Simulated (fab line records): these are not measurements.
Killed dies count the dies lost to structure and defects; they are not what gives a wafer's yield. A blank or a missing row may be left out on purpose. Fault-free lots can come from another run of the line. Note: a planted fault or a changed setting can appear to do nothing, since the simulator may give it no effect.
Which of the tools did it? :: flow nandHarc :: route of 1302 steps, sampled at 1 step: 7 lots, 21 wafers

## WHAT THE GAUGES READ, wafer by wafer
NHARC_P_BONDPAD_CD_MEAS_13.
lot: L660
measured: day 7 12:20
on: cdSem-01
cdNm (nm): 498.3 494.0 500.8

lot: L664
measured: day 9 11:22
on: cdSem-03
cdNm (nm): 497.1 502.1 498.4

lot: L666
measured: day 9 22:49
on: cdSem-01
cdNm (nm): 497.4 497.5 499.6

lot: L675
measured: day 13 16:52
on: cdSem-03
cdNm (nm): 499.3 498.0 497.0

lot: L677
measured: day 14 09:35
on: cdSem-03
cdNm (nm): 498.6 495.2 497.8

lot: L679
measured: day 15 18:52
on: cdSem-03
cdNm (nm): 493.8 499.5 500.4

lot: L681
measured: day 16 09:17
on: cdSem-03
cdNm (nm): 499.0 496.0 496.5

## EACH LOT AND THE TOOL THAT RAN IT (in order: tool; ch and the chambers of the sampled wafers; start)
The record shows no process step preceding these readings.

## THE ANSWER, worked out from the rows above alone
Rule: the usual values come from the lots themselves. The widest of any qualifying gaps counts: lots, ordered by their means at a reading, are off when they make up no more than a third of the lots, leave a main group of 4 or more, and stand apart from it by 3 or more times the standard deviation of that group's means. Not used: any main group whose means are identical at the precision the tables above print for the reading. A lot without any number at a reading at which 4 lots or more have one is off too. Where the step has rows for the other lots, those lots are counted as sound.
Across all readings shown, no lot is off: no conclusion can be drawn from this.

## WHAT THE SIMULATOR HAD INSERTED
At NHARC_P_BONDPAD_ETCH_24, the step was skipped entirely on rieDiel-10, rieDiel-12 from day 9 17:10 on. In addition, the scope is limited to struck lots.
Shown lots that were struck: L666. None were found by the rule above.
